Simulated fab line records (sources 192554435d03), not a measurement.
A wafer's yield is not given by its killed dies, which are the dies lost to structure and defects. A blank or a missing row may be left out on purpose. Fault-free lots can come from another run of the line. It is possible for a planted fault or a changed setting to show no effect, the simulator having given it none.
Matching of chambers ; flow n5Finfet ; 3 sister chambers for N5_BEOL_M9_CURE_72 on uvCure-03
The step cures SiCOH lowk, time 120 s. 6 wafers are shown with their chamber, then 11 later ones without.

== WAFERS, EACH WITH ITS CHAMBER ==
wafer;chamber;wafer_temp_C_max;lampPowerPct (%)
L074.3;0;371.3;52.25
L074.6;0;372.0;52.26
L077.5;2;372.4;52.38
L077.6;2;372.3;52.29
L086.6;1;371.1;52.33
L093.1;1;371.6;52.26

== WAFERS WITHOUT THEIR CHAMBER ==
wafer;wafer_temp_C_max;lampPowerPct (%)
L093.5;370.9;52.31
L093.6;371.3;52.23
L092.4;373.3;52.33
L092.5;371.6;52.28
L092.6;372.5;52.33
L094.2;371.8;52.27
L094.3;371.6;52.33
L094.6;372.4;52.35
L096.1;371.6;52.33
L096.3;371.2;52.47
L096.5;371.8;52.38

== WHICH CHAMBER EACH WENT THROUGH ==
wafer;from the rows above;in truth
L093.5;can't be placed: 1 or 0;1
L093.6;can't be placed: 0 or 1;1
L092.4;2;2
L092.5;can't be placed: 0 or 1 or 2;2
L092.6;2;2
L094.2;can't be placed: 0 or 1 or 2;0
L094.3;can't be placed: 1 or 0 or 2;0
L094.6;2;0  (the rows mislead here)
L096.1;can't be placed: 1 or 0 or 2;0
L096.3;can't be placed: 1 or 2 or 0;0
L096.5;can't be placed: 2 or 1 or 0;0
Correct placement for 2 of the 11. Cannot be placed on the basis of these rows: 8; the candidates contain the true chamber in 8. Placed wrongly: 1.
How it was worked out, from the rows above alone: a wafer's distance from a chamber is the root of the sum, over the readings, of the square of ((its reading less the chamber's mean) divided by the reading's scatter). The wafer belongs to the nearest chamber; if the next one is less than 2 further off, it can't be placed. Each chamber's mean is taken over the wafers shown for it. The scatter: the root of (the sum of the squares of (reading less its chamber's mean) over the shown wafers, divided by (wafers less chambers)).
